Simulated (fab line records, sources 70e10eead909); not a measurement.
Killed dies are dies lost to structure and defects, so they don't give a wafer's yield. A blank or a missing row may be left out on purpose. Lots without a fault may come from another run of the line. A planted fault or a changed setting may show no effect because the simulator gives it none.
Chamber matching | flow nand_harc | NHARC_P_M2_PRE_CLEAN_32 on pecvd-01: 3 sister chambers
The step time 12 s. 14 wafers are shown with their chamber, then 7 later ones without.

WAFERS WITH THEIR CHAMBER
wafer  | chamber | heater_power_w (W)
L077.3 | 0       | 657
L077.5 | 2       | 609
L077.6 | 1       | 853
L082.3 | 0       | 595
L082.5 | 0       | 594
L082.6 | 1       | 828
L083.1 | 1       | 818
L083.2 | 0       | 615
L083.3 | 2       | 548
L084.2 | 0       | 626
L084.3 | 2       | 598
L084.6 | 2       | 608
L088.1 | 0       | 624
L088.2 | 1       | 834

SIGNATURES (means of the wafers above)
reading        | chamber 0 | chamber 1 | chamber 2 | scatter within a chamber
heater_power_w | 618.50    | 833.25    | 590.75    | 23.1
Rule: a wafer's distance from a chamber is the root of the sum, over the readings, of the square of ((its reading less the chamber's mean) divided by the reading's scatter). The wafer belongs to the nearest chamber; if the next one is less than 2 further off, it can't be placed. The scatter: the root of (the sum of the squares of (reading less its chamber's mean) over the shown wafers, divided by (wafers less chambers)).

WAFERS WITHOUT THEIR CHAMBER
wafer  | heater_power_w (W)
L088.5 | 610
L088.3 | 561
L088.4 | 814
L088.6 | 564
L096.1 | 774
L096.4 | 552
L096.5 | 676

WHICH CHAMBER EACH WENT THROUGH
wafer  | from the rows above     | in truth
L088.5 | can't be placed: 0 or 2 | 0
L088.3 | can't be placed: 2 or 0 | 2
L088.4 | 1                       | 1
L088.6 | can't be placed: 2 or 0 | 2
L096.1 | 1                       | 1
L096.4 | can't be placed: 2 or 0 | 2
L096.5 | can't be placed: 0 or 2 | 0
Placed correctly: 2 of 7. Can't be placed from these rows: 5 (the true chamber is among the candidates in 5). Placed wrongly: 0.
